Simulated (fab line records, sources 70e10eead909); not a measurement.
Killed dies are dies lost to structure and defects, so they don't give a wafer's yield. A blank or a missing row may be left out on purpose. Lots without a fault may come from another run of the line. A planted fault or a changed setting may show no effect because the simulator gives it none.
Chamber matching | flow nand_harc | NHARC_P_ZERO_WELL_DESCUM_54 on rie_diel-12: 4 sister chambers
The step chemistry O2, time 3 s. 8 wafers are shown with their chamber, then 10 later ones without.

WAFERS WITH THEIR CHAMBER
wafer  | chamber | drypump_motor_current_A (A) | showerhead_plenum_p_Torr (Torr)
L076.1 | 0       | 6.7                         | 1.83
L082.1 | 0       | 6.7                         | 1.82
L082.5 | 2       | 5.8                         | 1.91
L088.1 | 1       | 6.1                         | 1.89
L088.3 | 3       | 5.3                         | 1.91
L088.4 | 2       | 5.9                         | 1.90
L090.1 | 1       | 6.2                         | 1.89
L090.3 | 3       | 5.3                         | 1.90

WAFERS WITHOUT THEIR CHAMBER
wafer  | drypump_motor_current_A (A) | showerhead_plenum_p_Torr (Torr)
L090.4 | 5.8                         | 1.90
L091.1 | 5.4                         | 1.90
L091.3 | 6.2                         | 1.88
L091.5 | 6.7                         | 1.81
L092.1 | 6.2                         | 1.88
L092.2 | 5.8                         | 1.90
L092.4 | 5.4                         | 1.90
L096.1 | 6.7                         | 1.81
L096.2 | 5.4                         | 1.90
L096.3 | 6.2                         | 1.88

WHICH CHAMBER EACH WENT THROUGH
wafer  | from the rows above | in truth
L090.4 | 2                   | 2
L091.1 | 3                   | 3
L091.3 | 1                   | 1
L091.5 | 0                   | 0
L092.1 | 1                   | 1
L092.2 | 2                   | 2
L092.4 | 3                   | 3
L096.1 | 0                   | 0
L096.2 | 3                   | 3
L096.3 | 1                   | 1
Placed correctly: 10 of 10. Can't be placed from these rows: 0. Placed wrongly: 0.
How it was worked out, from the rows above alone: a wafer's distance from a chamber is the root of the sum, over the readings, of the square of ((its reading less the chamber's mean) divided by the reading's scatter). The wafer belongs to the nearest chamber; if the next one is less than 2 further off, it can't be placed. A chamber's mean is the mean of its shown wafers. The scatter: the root of (the sum of the squares of (reading less its chamber's mean) over the shown wafers, divided by (wafers less chambers)).
